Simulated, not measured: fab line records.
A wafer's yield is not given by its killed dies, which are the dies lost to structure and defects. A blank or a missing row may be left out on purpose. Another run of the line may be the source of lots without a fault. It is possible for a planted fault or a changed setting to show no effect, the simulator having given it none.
Chamber matching || flow nand harc || 4 sister chambers for NHARC_P_M2_STRIP_18 on rie diel-01
The step strips in N2/H2. 8 wafers are shown with their chamber, then 12 later ones without.

## WAFERS PAIRED WITH THEIR CHAMBERS
{"wafer": "L087.6", "chamber": 1, "drypump motor current A (A)": 6.3, "rf vpp V (V)": 90.5}
{"wafer": "L090.1", "chamber": 1, "drypump motor current A (A)": 6.3, "rf vpp V (V)": 89.2}
{"wafer": "L090.5", "chamber": 2, "drypump motor current A (A)": 6.1, "rf vpp V (V)": 89.2}
{"wafer": "L092.1", "chamber": 2, "drypump motor current A (A)": 6.1, "rf vpp V (V)": 90.3}
{"wafer": "L092.5", "chamber": 0, "drypump motor current A (A)": 5.3, "rf vpp V (V)": 89.7}
{"wafer": "L093.2", "chamber": 3, "drypump motor current A (A)": 5.5, "rf vpp V (V)": 91.9}
{"wafer": "L093.3", "chamber": 0, "drypump motor current A (A)": 5.3, "rf vpp V (V)": 90.1}
{"wafer": "L093.6", "chamber": 3, "drypump motor current A (A)": 5.6, "rf vpp V (V)": 90.5}

## WAFERS MISSING THEIR CHAMBER
{"wafer": "L094.2", "drypump motor current A (A)": 5.3, "rf vpp V (V)": 91.2}
{"wafer": "L094.4", "drypump motor current A (A)": 5.3, "rf vpp V (V)": 89.3}
{"wafer": "L094.5", "drypump motor current A (A)": 5.5, "rf vpp V (V)": 91.4}
{"wafer": "L095.1", "drypump motor current A (A)": 6.3, "rf vpp V (V)": 89.8}
{"wafer": "L095.4", "drypump motor current A (A)": 6.1, "rf vpp V (V)": 91.7}
{"wafer": "L095.5", "drypump motor current A (A)": 6.3, "rf vpp V (V)": 90.8}
{"wafer": "L097.1", "drypump motor current A (A)": 5.3, "rf vpp V (V)": 89.6}
{"wafer": "L097.2", "drypump motor current A (A)": 6.3, "rf vpp V (V)": 91.0}
{"wafer": "L097.3", "drypump motor current A (A)": 6.1, "rf vpp V (V)": 90.5}
{"wafer": "L096.2", "drypump motor current A (A)": 6.3, "rf vpp V (V)": 90.1}
{"wafer": "L096.4", "drypump motor current A (A)": 6.1, "rf vpp V (V)": 91.1}
{"wafer": "L096.5", "drypump motor current A (A)": 6.1, "rf vpp V (V)": 90.6}

## THE CHAMBER EACH PASSED THROUGH
{"wafer": "L094.2", "from the rows above": 0, "in truth": 0}
{"wafer": "L094.4", "from the rows above": 0, "in truth": 0}
{"wafer": "L094.5", "from the rows above": 3, "in truth": 3}
{"wafer": "L095.1", "from the rows above": 1, "in truth": 1}
{"wafer": "L095.4", "from the rows above": 2, "in truth": 2}
{"wafer": "L095.5", "from the rows above": 1, "in truth": 1}
{"wafer": "L097.1", "from the rows above": 0, "in truth": 0}
{"wafer": "L097.2", "from the rows above": 1, "in truth": 1}
{"wafer": "L097.3", "from the rows above": 2, "in truth": 2}
{"wafer": "L096.2", "from the rows above": 1, "in truth": 1}
{"wafer": "L096.4", "from the rows above": 2, "in truth": 2}
{"wafer": "L096.5", "from the rows above": 2, "in truth": 2}
12 of 12 placed correctly. Not placeable from these rows: 0. 0 placed wrongly.
How it was worked out, from the rows above alone: a wafer's distance from a chamber is the root of the sum, over the readings, of the square of ((its reading less the chamber's mean) divided by the reading's scatter). The wafer belongs to the nearest chamber; if the next one is less than 2 further off, it can't be placed. Each chamber's mean is taken over the wafers shown for it. The scatter is the square root of a quotient: the sum, over the shown wafers, of each reading's squared deviation from its chamber's mean, divided by wafers minus chambers.
